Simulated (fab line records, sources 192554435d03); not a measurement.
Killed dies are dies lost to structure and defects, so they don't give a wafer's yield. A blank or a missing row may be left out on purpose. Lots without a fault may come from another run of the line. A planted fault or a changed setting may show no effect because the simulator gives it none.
Which tool did it? | flow n5_finfet | 24 lots, 72 wafers sampled, at 5 steps of a route of 1938

WHAT THE GAUGES READ, wafer by wafer
N5_BEOL_M11_OVL_MEAS_29.
lot  | measured     | on         | V10_OVL (nm)
L074 | day 10 16:43 | overlay-02 | -1.0 -1.1 -0.2
L076 | day 11 06:20 | overlay-02 | 1.0 0.3 1.3
L078 | day 11 23:56 | overlay-02 | -0.4 0.9 -0.7
L075 | day 12 03:39 | overlay-02 | -0.6 -0.8 -0.7
L077 | day 12 10:44 | overlay-01 | -0.9 -0.1 -0.7
L083 | day 13 00:16 | overlay-01 | -1.2 0.5 -0.1
L079 | day 13 07:17 | overlay-02 | 0.4 -0.1 0.2
L080 | day 13 13:59 | overlay-02 | -0.3 -0.4 0.7
L081 | day 13 14:10 | overlay-02 | 1.1 0.0 0.1
L084 | day 13 22:06 | overlay-01 | -1.4 -2.0 -1.6
L082 | day 14 01:27 | overlay-01 | -0.1 0.0 0.8
L087 | day 14 05:32 | overlay-01 | -1.4 -1.3 -2.0
L085 | day 14 12:22 | overlay-01 | -1.9 -1.8 -1.4
L086 | day 14 18:31 | overlay-01 | -0.2 0.4 0.1
L088 | day 14 21:40 | overlay-01 | 0.1 0.9 -0.9
L090 | day 15 01:48 | overlay-01 | 0.1 -1.0 -0.4
L089 | day 15 07:50 | overlay-02 | -0.7 -0.2 -0.6
L091 | day 15 21:41 | overlay-01 | -2.2 -0.6 -0.9
L092 | day 15 21:52 | overlay-02 | -0.3 0.5 0.6
L093 | day 16 01:44 | overlay-02 | 0.0 0.0 0.2
L096 | day 16 04:10 | overlay-02 | -0.9 -0.4 -0.2
L095 | day 16 11:20 | overlay-01 | 0.4 -0.5 0.3
L094 | day 16 11:31 | overlay-02 | -2.0 -0.3 -0.5
L097 | day 17 08:56 | overlay-01 | -1.5 -2.2 -0.9

N5_BEOL_M12_OVL_MEAS_11.
lot  | measured     | on         | V11_OVL (nm)
L074 | day 10 20:13 | overlay-01 | 4 5 3
L076 | day 11 12:34 | overlay-02 | 6 4 9
L078 | day 12 03:50 | overlay-01 | 1 4 2
L075 | day 12 07:41 | overlay-02 | 4 0 4
L077 | day 12 14:41 | overlay-02 | 3 0 14
L083 | day 13 04:44 | overlay-02 | 8 8 12
L079 | day 13 11:04 | overlay-02 | 1 -2 1
L080 | day 13 17:40 | overlay-02 | 15 4 7
L081 | day 13 18:05 | overlay-02 | -1 -1 -1
L084 | day 14 03:47 | overlay-01 | 3 1 -1
L082 | day 14 06:11 | overlay-02 | 6 2 7
L087 | day 14 11:27 | overlay-02 | 8 5 9
L085 | day 14 16:16 | overlay-01 | 2 4 13
L086 | day 14 23:14 | overlay-02 | 1 0 5
L088 | day 15 01:22 | overlay-01 | -1 -2 6
L090 | day 15 05:18 | overlay-02 | 12 14 18
L089 | day 15 12:09 | overlay-02 | 21 10 6
L091 | day 16 01:39 | overlay-02 | 9 5 4
L092 | day 16 02:14 | overlay-02 | 1 7 1
L093 | day 16 05:26 | overlay-01 | 0 -5 1
L096 | day 16 07:56 | overlay-01 | 2 -3 3
L095 | day 16 15:52 | overlay-01 | 5 3 4
L094 | day 16 16:28 | overlay-01 | 6 8 -2
L097 | day 17 13:52 | overlay-02 | -5 -4 -3

WHICH TOOL RAN EACH LOT (tool, then ch and the chambers of the sampled wafers, then the start)
lot  | N5_BEOL_M11_DESCUM_33              | N5_BEOL_M11_ETCH_65                | N5_BEOL_M11_SPUTTER_48
L074 | rie_diel-02 ch 0,2, day 10 16:46   | rie_diel-02 ch 0,2, day 10 16:48   | pvd_sputter-02, day 10 18:37
L076 | rie_diel-02 ch 1,2,3, day 11 06:24 | rie_diel-02 ch 1,2,3, day 11 06:26 | pvd_sputter-01, day 11 10:58
L078 | rie_diel-02 ch 0,3, day 12 00:00   | rie_diel-02 ch 0,3, day 12 00:02   | pvd_sputter-01, day 12 01:58
L075 | rie_diel-04 ch 0,1, day 12 03:42   | rie_diel-04 ch 0,1, day 12 03:44   | pvd_sputter-03, day 12 06:07
L077 | rie_diel-02 ch 1,2,3, day 12 10:47 | rie_diel-02 ch 1,2,3, day 12 10:50 | pvd_sputter-03, day 12 12:22
L083 | rie_diel-04 ch 0,2,3, day 13 00:20 | rie_diel-04 ch 0,2,3, day 13 00:22 | pvd_sputter-02, day 13 02:19
L079 | rie_diel-02 ch 0,1, day 13 07:30   | rie_diel-02 ch 0,1, day 13 07:32   | pvd_sputter-03, day 13 09:28
L080 | rie_diel-05 ch 0,2, day 13 14:03   | rie_diel-05 ch 0,2, day 13 14:05   | pvd_sputter-02, day 13 15:58
L081 | rie_diel-04 ch 2,3, day 13 14:13   | rie_diel-04 ch 2,3, day 13 14:15   | pvd_sputter-02, day 13 16:09
L084 | rie_diel-05 ch 0,2, day 13 22:10   | rie_diel-05 ch 0,2, day 13 22:12   | pvd_sputter-03, day 14 02:05
L082 | rie_diel-04 ch 0,1,3, day 14 01:42 | rie_diel-04 ch 0,1,3, day 14 01:44 | pvd_sputter-01, day 14 04:31
L087 | rie_diel-02 ch 1,3, day 14 05:37   | rie_diel-02 ch 1,3, day 14 05:39   | pvd_sputter-03, day 14 09:12
L085 | rie_diel-02 ch 0,1,3, day 14 12:25 | rie_diel-02 ch 0,1,3, day 14 12:28 | pvd_sputter-01, day 14 14:40
L086 | rie_diel-04 ch 0,1,2, day 14 18:35 | rie_diel-04 ch 0,1,2, day 14 18:37 | pvd_sputter-03, day 14 21:36
L088 | rie_diel-05 ch 1,2,3, day 14 21:43 | rie_diel-05 ch 1,2,3, day 14 21:45 | pvd_sputter-03, day 14 23:36
L090 | rie_diel-05 ch 1,2,3, day 15 01:52 | rie_diel-05 ch 1,2,3, day 15 01:53 | pvd_sputter-02, day 15 03:42
L089 | rie_diel-02 ch 0,2,3, day 15 07:54 | rie_diel-02 ch 0,2,3, day 15 07:56 | pvd_sputter-01, day 15 10:09
L091 | rie_diel-02 ch 0,1, day 15 21:45   | rie_diel-02 ch 0,1, day 15 21:47   | pvd_sputter-01, day 15 23:56
L092 | rie_diel-02 ch 0,1,2, day 15 22:13 | rie_diel-02 ch 0,1,2, day 15 22:14 | pvd_sputter-02, day 16 00:31
L093 | rie_diel-02 ch 0,3, day 16 01:47   | rie_diel-02 ch 0,3, day 16 01:49   | pvd_sputter-01, day 16 03:50
L096 | rie_diel-05 ch 2,3, day 16 04:14   | rie_diel-05 ch 2,3, day 16 04:16   | pvd_sputter-02, day 16 06:26
L095 | rie_diel-04 ch 2,3, day 16 11:24   | rie_diel-04 ch 2,3, day 16 11:26   | pvd_sputter-02, day 16 14:23
L094 | rie_diel-04 ch 0,3, day 16 11:52   | rie_diel-04 ch 0,3, day 16 11:53   | pvd_sputter-01, day 16 14:59
L097 | rie_diel-05 ch 1,3, day 17 09:22   | rie_diel-05 ch 1,3, day 17 09:24   | pvd_sputter-03, day 17 11:32
- N5_BEOL_M11_DESCUM_33: chemistry O2, time 7.9 s.
- N5_BEOL_M11_ETCH_65: etches SiARC in CF4, target depth 39 nm, time 65 s.
- N5_BEOL_M11_SPUTTER_48: material Cu, target thk 12 nm, time 2 s.

WHAT THE TOOLS THEMSELVES READ (means of the sampled wafers that have a number; where no wafer has one, the mark that the record gives instead)
N5_BEOL_M11_DESCUM_33.
lot  | tool        | drypump_motor_current_A (A) | oes_product_au (a.u.) | rf_vpp_V (V) | showerhead_plenum_p_Torr (Torr) | throttle_valve_pct (%)
L074 | rie_diel-02 | 5.9                         | 0.72                  | 243.9        | 2.07                            | 20.65
L076 | rie_diel-02 | 5.4                         | 0.79                  | 243.4        | 2.13                            | 20.33
L078 | rie_diel-02 | 5.6                         | 0.69                  | 242.6        | 2.07                            | 20.81
L075 | rie_diel-04 | 6.3                         | 0.71                  | 243.0        | 2.05                            | 20.64
L077 | rie_diel-02 | 5.4                         | 0.78                  | 244.1        | 2.13                            | 20.33
L083 | rie_diel-04 | 5.7                         | 0.80                  | 243.9        | 2.16                            | 20.55
L079 | rie_diel-02 | 5.9                         | 0.82                  | 244.5        | 2.16                            | 20.32
L080 | rie_diel-05 | 5.5                         | 0.82                  | 242.9        | 2.05                            | 20.22
L081 | rie_diel-04 | 5.6                         | 0.79                  | 245.1        | 2.19                            | 20.53
L084 | rie_diel-05 | 5.5                         | 0.82                  | 243.7        | 2.04                            | 20.22
L082 | rie_diel-04 | 6.1                         | 0.78                  | 242.8        | 2.09                            | 20.60
L087 | rie_diel-02 | 5.5                         | 0.81                  | 245.0        | 2.16                            | 20.28
L085 | rie_diel-02 | 5.6                         | 0.85                  | 243.0        | 2.11                            | 20.42
L086 | rie_diel-04 | 6.1                         | 0.71                  | 242.3        | 2.07                            | 20.63
L088 | rie_diel-05 | 5.9                         | 0.74                  | 242.0        | 2.05                            | 20.59
L090 | rie_diel-05 | 5.9                         | 0.75                  | 242.3        | 2.05                            | 20.60
L089 | rie_diel-02 | 5.5                         | 0.78                  | 243.1        | 2.07                            | 20.52
L091 | rie_diel-02 | 5.9                         | 0.88                  | 245.1        | 2.15                            | 20.22
L092 | rie_diel-02 | 5.8                         | 0.83                  | 244.3        | 2.11                            | 20.31
L093 | rie_diel-02 | 5.2                         | 0.77                  | 242.7        | 2.06                            | 20.67
L096 | rie_diel-05 | 5.5                         | 0.79                  | 242.0        | 2.04                            | 20.39
L095 | rie_diel-04 | 5.6                         | 0.77                  | 243.7        | 2.18                            | 20.56
L094 | rie_diel-04 | 6.0                         | 0.75                  | 243.9        | 2.12                            | 20.61
L097 | rie_diel-05 | 6.3                         | 0.94                  | 243.5        | 2.05                            | 20.43

N5_BEOL_M11_ETCH_65.
lot  | tool        | drypump_motor_current_A (A) | etch_rf_on_time_s (s) | oes_product_au (a.u.) | rf_vpp_V (V) | showerhead_plenum_p_Torr (Torr) | throttle_valve_pct (%)
L074 | rie_diel-02 | 5.9                         | 65.5                  | 0.61                  | 183.1        | 2.12                            | 15.87
L076 | rie_diel-02 | 5.4                         | 64.4                  | 0.67                  | 184.8        | 2.18                            | 15.55
L078 | rie_diel-02 | 5.6                         | 65.6                  | 0.60                  | 183.2        | 2.12                            | 16.02
L075 | rie_diel-04 | 6.3                         | 65.6                  | 0.61                  | 183.4        | 2.10                            | 15.83
L077 | rie_diel-02 | 5.4                         | 64.7                  | 0.66                  | 183.9        | 2.18                            | 15.55
L083 | rie_diel-04 | 5.7                         | 64.7                  | 0.68                  | 184.5        | 2.20                            | 15.73
L079 | rie_diel-02 | 5.9                         | 65.3                  | 0.70                  | 184.9        | 2.22                            | 15.57
L080 | rie_diel-05 | 5.5                         | 65.0                  | 0.69                  | 183.3        | 2.10                            | 15.43
L081 | rie_diel-04 | 5.5                         | 64.6                  | 0.68                  | 185.7        | 2.23                            | 15.71
L084 | rie_diel-05 | 5.5                         | 64.0                  | 0.70                  | 183.2        | 2.10                            | 15.44
L082 | rie_diel-04 | 6.1                         | 65.1                  | 0.67                  | 183.8        | 2.14                            | 15.78
L087 | rie_diel-02 | 5.5                         | 63.4                  | 0.70                  | 184.8        | 2.22                            | 15.53
L085 | rie_diel-02 | 5.6                         | 64.1                  | 0.73                  | 184.0        | 2.17                            | 15.63
L086 | rie_diel-04 | 6.1                         | 65.0                  | 0.60                  | 183.9        | 2.12                            | 15.84
L088 | rie_diel-05 | 5.9                         | 66.2                  | 0.63                  | 183.1        | 2.11                            | 15.80
L090 | rie_diel-05 | 5.9                         | 65.1                  | 0.63                  | 183.1        | 2.10                            | 15.81
L089 | rie_diel-02 | 5.4                         | 65.4                  | 0.67                  | 183.8        | 2.12                            | 15.70
L091 | rie_diel-02 | 6.0                         | 64.3                  | 0.75                  | 185.9        | 2.21                            | 15.43
L092 | rie_diel-02 | 5.8                         | 65.0                  | 0.70                  | 184.0        | 2.16                            | 15.50
L093 | rie_diel-02 | 5.2                         | 64.9                  | 0.66                  | 183.0        | 2.11                            | 15.86
L096 | rie_diel-05 | 5.5                         | 65.2                  | 0.67                  | 183.8        | 2.09                            | 15.59
L095 | rie_diel-04 | 5.6                         | 65.3                  | 0.66                  | 186.5        | 2.22                            | 15.77
L094 | rie_diel-04 | 5.9                         | 64.9                  | 0.64                  | 184.1        | 2.17                            | 15.82
L097 | rie_diel-05 | 6.3                         | 64.3                  | 0.81                  | 183.2        | 2.11                            | 15.56

N5_BEOL_M11_SPUTTER_48.
lot  | tool           | throttle_valve_pct (%)
L074 | pvd_sputter-02 | 28.9
L076 | pvd_sputter-01 | 29.3
L078 | pvd_sputter-01 | 29.7
L075 | pvd_sputter-03 | 29.3
L077 | pvd_sputter-03 | 28.8
L083 | pvd_sputter-02 | 29.2
L079 | pvd_sputter-03 | 29.9
L080 | pvd_sputter-02 | 29.8
L081 | pvd_sputter-02 | 29.4
L084 | pvd_sputter-03 | 29.2
L082 | pvd_sputter-01 | 29.3
L087 | pvd_sputter-03 | 29.2
L085 | pvd_sputter-01 | 29.5
L086 | pvd_sputter-03 | 29.4
L088 | pvd_sputter-03 | 29.5
L090 | pvd_sputter-02 | 29.3
L089 | pvd_sputter-01 | 29.7
L091 | pvd_sputter-01 | 29.4
L092 | pvd_sputter-02 | 28.9
L093 | pvd_sputter-01 | 30.1
L096 | pvd_sputter-02 | 29.9
L095 | pvd_sputter-02 | 29.8
L094 | pvd_sputter-01 | 29.4
L097 | pvd_sputter-03 | 29.2

THE ANSWER, worked out from the rows above alone
Rule: what is usual is taken from the lots themselves. Put in order of their means at a reading, lots are off if they are a third of the lots or fewer, leave a main group of 4 or more, and stand apart from it by a gap of 3 or more times the standard deviation of the main group's means; of several such gaps the widest counts. A main group whose means are all the same, to the digits that the tables above print for the reading, isn't used. A lot without any number at a reading at which 4 lots or more have one is off too. The other lots that the step has rows for count as sound. The gauges are gone through in route order, then the tools' own readings, and for those a lot's mean is taken as printed above. The first step at which some lot is off is used, and at that step the reading that is off furthest; a lot without a number counts as furthest.
No lot is off at any reading shown: from this, nothing can be told.

WHAT THE SIMULATOR HAD PUT IN
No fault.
